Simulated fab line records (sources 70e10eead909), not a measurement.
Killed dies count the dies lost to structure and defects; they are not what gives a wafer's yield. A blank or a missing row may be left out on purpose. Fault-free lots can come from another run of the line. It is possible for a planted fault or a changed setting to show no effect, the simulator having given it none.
The tool behind it: which one? | flow nand-harc | Sampling: 11 lots, 33 wafers, 3 of 1159 route steps

== WHAT THE GAUGES SHOWED, per wafer ==
NHARC_THIN_TSV_CD_MEAS_12 targets a cd of 1000 nm.
lot  | measured     | on        | cd-nm (nm)
L125 | day 19 00:47 | cd-sem-02 | 999.5 997.5 999.6
L126 | day 19 05:46 | cd-sem-03 | 997.5 996.9 999.4
L121 | day 19 16:31 | cd-sem-01 | 999.0 995.7 999.5
L124 | day 19 17:43 | cd-sem-03 | 1003.3 1001.9 998.2
L130 | day 20 09:45 | cd-sem-03 | 996.6 997.9 997.1
L131 | day 20 16:45 | cd-sem-01 | 1000.7 999.8 1001.5
L128 | day 20 21:51 | cd-sem-02 | 998.4 999.8 998.6
L133 | day 22 13:05 | cd-sem-03 | 1008.9 1010.0 1004.6
L141 | day 23 07:14 | cd-sem-02 | 1006.6 1008.8 1009.1
L144 | day 23 19:22 | cd-sem-03 | 1000.1 999.9 999.3
L142 | day 24 01:38 | cd-sem-02 | 999.9 1002.0 1001.5

== WHICH TOOL RAN EACH LOT (tool, then ch and the chambers of the sampled wafers, then the start) ==
lot  | NHARC_THIN_TSV_CMP_01         | NHARC_THIN_TSV_EXPOSE_09
L125 | cmp-01 ch 0,1,3, day 18 23:29 | krf-scanner-01 ch 0, day 19 00:38
L126 | cmp-01 ch 1,2,3, day 19 04:35 | krf-scanner-01 ch 0, day 19 05:37
L121 | cmp-02 ch 0,1,2, day 19 15:13 | krf-scanner-02 ch 0, day 19 16:22
L124 | cmp-04 ch 1,2,3, day 19 16:23 | krf-scanner-01 ch 0, day 19 17:34
L130 | cmp-02 ch 0,1, day 20 08:27   | krf-scanner-02 ch 0, day 20 09:35
L131 | cmp-02 ch 1,2,3, day 20 15:24 | krf-scanner-01 ch 0, day 20 16:35
L128 | cmp-04 ch 1,2,3, day 20 20:39 | krf-scanner-01 ch 0, day 20 21:41
L133 | cmp-04 ch 0,1, day 22 11:54   | krf-scanner-02 ch 0, day 22 12:56
L141 | cmp-04 ch 2,3, day 23 05:45   | krf-scanner-02 ch 0, day 23 07:04
L144 | cmp-01 ch 0,1,3, day 23 18:13 | krf-scanner-01 ch 0, day 23 19:13
L142 | cmp-04 ch 0,2,3, day 24 00:27 | krf-scanner-03 ch 0, day 24 01:29
- NHARC_THIN_TSV_CMP_01: polishes.
- NHARC_THIN_TSV_EXPOSE_09: exposes mask TSV.

== THE ANSWER, worked out from the rows above alone ==
Rule: usual is defined by the lots themselves. The widest of any qualifying gaps counts: lots, ordered by their means at a reading, are off when they make up no more than a third of the lots, leave a main group of 4 or more, and stand apart from it by 3 or more times the standard deviation of that group's means. If all means in a main group match to the digits the tables above print for the reading, that group is not used. A lot without any number at a reading at which 4 lots or more have one is off too. Where the step has rows for the other lots, those lots are counted as sound.
Off at NHARC_THIN_TSV_CD_MEAS_12 (cd-nm): L133, L141. The main group: mean 999.3 nm, standard deviation 1.4.
If a tool, at a process step before that reading, ran all the lots that are off and no sound lot after the first of them, it fits. The gauges at NHARC_THIN_TSV_CD_MEAS_12 are tried like those tools. One fits: krf-scanner-02 at NHARC_THIN_TSV_EXPOSE_09. A fault onset in the window from L130 (day 20 09:35, its last sound lot) to L133 (day 22 12:56, its first lot off) fits.

== WHAT WAS PUT IN BY THE SIMULATOR ==
Drift in process parameters on krf-scanner-02 at NHARC_THIN_TSV_EXPOSE_09, starting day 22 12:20. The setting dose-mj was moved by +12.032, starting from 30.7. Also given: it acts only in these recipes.
Shown lots that were struck: L133, L141. The rule given above showed the same thing.
